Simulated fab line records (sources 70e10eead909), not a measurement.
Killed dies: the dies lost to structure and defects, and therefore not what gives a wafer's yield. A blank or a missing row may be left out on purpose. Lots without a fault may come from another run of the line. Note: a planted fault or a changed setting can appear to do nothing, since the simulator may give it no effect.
Matching of chambers    flow nandHarc    rieDiel-09 running NHARC_A_CHANNEL_HOLE_D1_DESCUM_15: 4 sister chambers
The step chemistry O2, time 3 s. 18 wafers are shown with their chamber, then 9 later ones without.

## WAFERS WITH THEIR CHAMBER
wafer   chamber  drypumpMotorCurrentA (A)  showerheadPlenumPTorr (Torr)  oesProductAu (a.u.)
L108.1  0        5.3                       2.00                          0.991
L108.3  1        6.6                       1.98                          0.981
L108.6  3        5.5                       2.03                          0.998
L109.3  3        5.5                       2.02                          0.996
L109.4  0        5.3                       2.00                          0.980
L109.5  0        5.3                       2.00                          0.978
L116.3  1        6.5                       1.98                          0.990
L116.5  3        5.5                       2.02                          0.998
L116.6  2        6.2                       2.03                          0.992
L122.1  1        6.6                       1.98                          1.003
L122.2  0        5.3                       2.00                          0.975
L122.6  3        5.5                       2.02                          0.986
L123.1  1        6.5                       1.98                          1.010
L123.2  3        5.5                       2.02                          1.000
L123.5  1        6.6                       1.98                          1.008
L125.3  3        5.5                       2.02                          0.984
L125.4  1        6.6                       1.98                          0.994
L125.5  2        6.2                       2.02                          0.978

SIGNATURES (means of the wafers above)
reading                chamber 0  chamber 1  chamber 2  chamber 3  scatter within a chamber
drypumpMotorCurrentA   5.300      6.567      6.200      5.500      0.0309
showerheadPlenumPTorr  2.0000     1.9800     2.0250     2.0217     0.00309
oesProductAu           0.98100    0.99767    0.98500    0.99367    0.00893
Rule: distance of a wafer from a chamber = root of the sum over the readings of ((wafer's reading minus chamber's mean) / reading's scatter) squared. The wafer belongs to the nearest chamber; if the next one is less than 2 further off, it can't be placed. How the scatter is found: for the shown wafers, subtract from each reading the mean of its chamber, square and add these, divide the total by (wafers less chambers), then take the root.

## WAFERS WITH NO CHAMBER GIVEN
wafer   drypumpMotorCurrentA (A)  showerheadPlenumPTorr (Torr)  oesProductAu (a.u.)
L127.4  6.2                       2.02                          0.970
L127.5  5.3                       2.00                          0.967
L127.6  6.6                       1.98                          1.002
L129.1  6.6                       1.98                          0.997
L129.2  5.5                       2.02                          0.988
L129.4  6.2                       2.02                          0.989
L131.1  6.6                       1.98                          1.000
L131.2  6.2                       2.02                          0.979
L131.6  5.3                       2.00                          0.977

## EACH ONE'S CHAMBER
wafer   from the rows above  in truth
L127.4  2                    2
L127.5  0                    0
L127.6  1                    1
L129.1  1                    1
L129.2  3                    3
L129.4  2                    2
L131.1  1                    1
L131.2  2                    2
L131.6  0                    0
Placed correctly: 9 of 9. Can't be placed from these rows: 0. Wrongly placed: 0.
